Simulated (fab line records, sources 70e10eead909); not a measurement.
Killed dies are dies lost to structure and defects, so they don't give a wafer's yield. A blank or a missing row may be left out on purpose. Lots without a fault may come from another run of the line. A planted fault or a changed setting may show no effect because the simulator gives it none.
Chamber matching | flow nand_harc | NHARC_P_M0_DEP_32 on pecvd-02: 3 sister chambers
The step deposits SiCN, target thk 30 nm. 6 wafers are shown with their chamber, then 7 later ones without.

WAFERS WITH THEIR CHAMBER
wafer  | chamber | heater_power_w (W) | heater_power_outer_w (W)
L088.5 | 0       | 635                | 386
L089.1 | 2       | 565                | 327
L089.3 | 1       | 586                | 308
L089.6 | 0       | 632                | 388
L095.3 | 2       | 603                | 340
L095.5 | 1       | 652                | 339

WAFERS WITHOUT THEIR CHAMBER
wafer  | heater_power_w (W) | heater_power_outer_w (W)
L095.6 | 595                | 331
L094.1 | 548                | 307
L094.3 | 619                | 326
L094.4 | 550                | 308
L097.1 | 629                | 387
L097.2 | 586                | 331
L097.5 | 589                | 338

WHICH CHAMBER EACH WENT THROUGH
wafer  | from the rows above     | in truth
L095.6 | can't be placed: 2 or 1 | 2
L094.1 | can't be placed: 2 or 1 | 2
L094.3 | can't be placed: 1 or 2 | 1
L094.4 | can't be placed: 2 or 1 | 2
L097.1 | 0                       | 0
L097.2 | can't be placed: 2 or 1 | 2
L097.5 | can't be placed: 2 or 1 | 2
Placed correctly: 1 of 7. Can't be placed from these rows: 6 (the true chamber is among the candidates in 6). Placed wrongly: 0.
How it was worked out, from the rows above alone: a wafer's distance from a chamber is the root of the sum, over the readings, of the square of ((its reading less the chamber's mean) divided by the reading's scatter). The wafer belongs to the nearest chamber; if the next one is less than 2 further off, it can't be placed. A chamber's mean is the mean of its shown wafers. The scatter: the root of (the sum of the squares of (reading less its chamber's mean) over the shown wafers, divided by (wafers less chambers)).
